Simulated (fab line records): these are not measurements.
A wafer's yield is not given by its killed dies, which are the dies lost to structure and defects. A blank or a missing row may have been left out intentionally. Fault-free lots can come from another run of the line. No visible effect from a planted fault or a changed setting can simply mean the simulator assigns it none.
Split-lot trial ; flow n5-finfet ; 21 wafers read from 7 lots, route of 1938 steps

## ON THE SPLIT
At N5_GATE_CUT_ALD_22 (deposits SiNx, target thk 16 nm, pulse time 1 s, ald cycles 320), the setting ald-cycles was moved away from the recipe's 320 on 10 of the 21 wafers read, by -12.8% to +12.5%. This setting was run at the recipe's value on the other wafers.

The reading comes from the split's own step.

## THE READING
SiNx_of_GATE_CUT_ALD_22.thk-nm (the simulator's own value, which no gauge read), in nm, at N5_GATE_CUT_ALD_22 (deposits SiNx, target thk 16 nm, pulse time 1 s, ald cycles 320). The file gives no usual value for it. The 11 wafers here that ran the recipe average 16.0 nm, standard deviation 0.057 nm.

wafer;tool, chamber at the split;ald-cycles as run;against the recipe;SiNx_of_GATE_CUT_ALD_22.thk-nm, nm;against lot-mates on the recipe
L076.3;ald-sin-02, 3;302;-5.6%;15.2;-0.8
L076.4;ald-sin-02, 2;302;-5.6%;15;-1.0
L076.5;ald-sin-02, 3;320;recipe;16;-
L079.1;ald-sin-03, 0,3;320;recipe;16;-
L079.3;ald-sin-03, 0,3;320;recipe;16;-
L079.5;ald-sin-03, 3;337;+5.3%;16.8;+0.8
L084.1;ald-sin-02, 0,2,1;320;recipe;16;-
L084.2;ald-sin-02, 0,2,1;320;recipe;16;-
L084.4;ald-sin-02, 0,2,1;320;recipe;16;-
L085.2;ald-sin-02, 2,3;279;-12.8%;14;-2.0
L085.4;ald-sin-02, 2,3;279;-12.8%;14;-2.0
L085.3;ald-sin-02, 1;320;recipe;16;-
L086.2;ald-sin-03, 1;320;recipe;16.2;-
L086.3;ald-sin-03, 3,0;320;recipe;16;-
L086.6;ald-sin-03, 3,0;320;recipe;16;-
L089.1;ald-sin-04, 3;358;+11.9%;18;no lot-mate on the recipe
L089.3;ald-sin-04, 1,0;358;+11.9%;17.8;no lot-mate on the recipe
L089.5;ald-sin-04, 1,0;358;+11.9%;17.8;no lot-mate on the recipe
L092.1;ald-sin-04, 2;320;recipe;16;-
L092.3;ald-sin-04, 1,0;360;+12.5%;18;+2.0
L092.4;ald-sin-04, 1,0;360;+12.5%;18;+2.0
If several chambers appear in one row, that row covers several wafers at once and the file leaves open which wafer was in which chamber.

FIT RESULTS
A straight line over all 21 wafers: SiNx_of_GATE_CUT_ALD_22.thk-nm changes by +0.157 nm for each +1% of ald-cycles; r = +1.00; the points scatter about the line by 0.068 nm.
The same after taking each lot's own level away (the mean of its wafers on the recipe; 18 wafers): +0.158 nm for each +1%; r = +1.00; scatter 0.056 nm.
Per that fit: largest ald-cycles move, reading shift of 2 nm.
Across the lots, their own levels run from 16.00 to 16.07 nm, a range of 1.2 times the standard deviation given above.
The two slopes agree, so the slope changes little with the lot-to-lot level.
Check: for one of the wafers moved furthest among these (-12.8%), held out of the fit, the line's prediction against its lot-mates is -2.03 nm. It came out at -2 nm against them.

## FURTHER SPLITS ON THESE WAFERS
Note: prior to the reading, these wafers also went through further splits. Each is held against what the fit with the lots' levels taken away leaves over:
other split on the same wafers;wafers away from the commonest value;r with SiNx_of_GATE_CUT_ALD_22.thk-nm (lot level and that fit taken away)
N5_FIN_SAQP_ALD_61 ald-cycles;6;+0.14
N5_FIN_SAQP_PECVD_47 time-s;7;+0.19
N5_FIN_CUT_COAT_19 spin-rpm;8;-0.09
N5_SD_EPI_P_PEB_07 peb-time-s;3;+0.23
N5_ILD0_ALD_15 ald-cycles;7;+0.34
N5_HKMG_FIN_COAT_06 spin-rpm;7;-0.06
N5_HKMG_FIN_PEB_10 peb-time-s;7;+0.06

## FILE'S OWN FIT
SiNx_of_GATE_CUT_ALD_22.thk-nm changes by +0.158 nm for each +1% of ald-cycles, r = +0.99.
